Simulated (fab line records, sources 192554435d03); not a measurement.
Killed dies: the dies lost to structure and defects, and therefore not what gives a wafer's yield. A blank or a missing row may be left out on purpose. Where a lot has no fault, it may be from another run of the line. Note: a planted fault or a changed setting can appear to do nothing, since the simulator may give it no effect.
8D (eight disciplines) problem report, filled in by code :: flow n5Finfet :: the parts of the form that need people (team, actions taken, sign-off) are left out

## 1. THE ISSUE
Wafers without a fault read 1499.7 rpm, standard deviation 1.1; spinSpeedRpm at N5_SDB_COAT_05 reads a mean of 1595.7 rpm on 6 wafers belonging to 2 lots. Relative to the usual mean, that is a shift of +87 standard deviations.
The step: resist thk 90 nm.
Earliest sighting: wafer L196.1 on lithoTrack-03 at day 5 12:04. The record has a number at this step for 33 wafers belonging to 11 lots. By rule, "out" or "out of limits" means more than 4 standard deviations away from the usual mean. Any other wafer with a number is counted as sound.

## 2. WHAT IT IS, AND WHAT IT ISN'T
question: which readings at this step
is: spinSpeedRpm
is not: -

question: which lots
is: L196, L198
is not: L190, L193, L194, L195, L199, L201, L202, L205, L210

question: which wafers of those lots
is: all that have a number
is not: -

question: read on which tools
is: lithoTrack-03
is not: lithoTrack-02, lithoTrack-04

question: when
is: from day 5 12:04
is not: up to then (12 sound wafers); but 15 sound wafers of L199, L201, L202, L205, L210 came after

## 3. THE SUSPECTS, EACH WITH WHAT RULES IT OUT
Counting: a tool stays on the suspect list if, at a process step up to the reading, it processed all lots that are out and no sound lot following the first of them.
- rieDiel-03 at N5_SD_EPI_P_ETCH_36 (etches SiARC in CF4, target depth 45.5 nm, time 75.8 s): ruled out as a lasting fault. Following L196 (day 5 01:07), the first lot on it that is out, the sound lots L201 were run on it.
- rieSi-04 at N5_SD_EPI_P_SD_RECESS_17 (chemistry HBr/Cl2/O2, target depth 39.1 nm, bt time 3 s): ruled out as a lasting fault. Following L196 (day 5 01:46), the first lot on it that is out, the sound lots L205 were run on it.
- lithoTrack-03 at N5_SDB_COAT_05 (resist thk 90 nm): kept. It ran every lot that is out, first L196 (day 5 12:04), and no sound lot after that; its last sound lot up to then is L195 (day 5 09:49). Out on those wafers are its own readings of spinSpeedRpm.
The count leaves lithoTrack-03 at N5_SDB_COAT_05.

## 4. THE CAUSE (what the simulator had put in)
Process parameters drifting: lithoTrack-03 at N5_SDB_COAT_05, beginning at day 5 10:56. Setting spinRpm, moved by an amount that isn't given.
This tool alone remained once counting was done.

## 5. SEQUENCE OF EFFECTS, ordered by route
Rows list readings where the struck wafers' mean (over those with a number) sits beyond 3 standard deviations from the usual. Scope: only readings with a usual standard deviation given in the record; hours: median across lots of the time from each lot's start at the first step in this table that gives one to its start at this step; sigmas: change in usual standard deviations.
hours: 0
step: N5_SDB_COAT_05
reading: spinSpeedRpm
usual: 1499.7 rpm
on struck wafers: 1595.7
change: +96.0
sigmas: +87
It contains these process steps:
- N5_SDB_COAT_05: resist thk 90 nm.

## 6. WHAT WOULD HAVE CAUGHT IT SOONER
In this record the first reading out of limits was taken at day 5 12:04, 1 hour after the fault began at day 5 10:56.
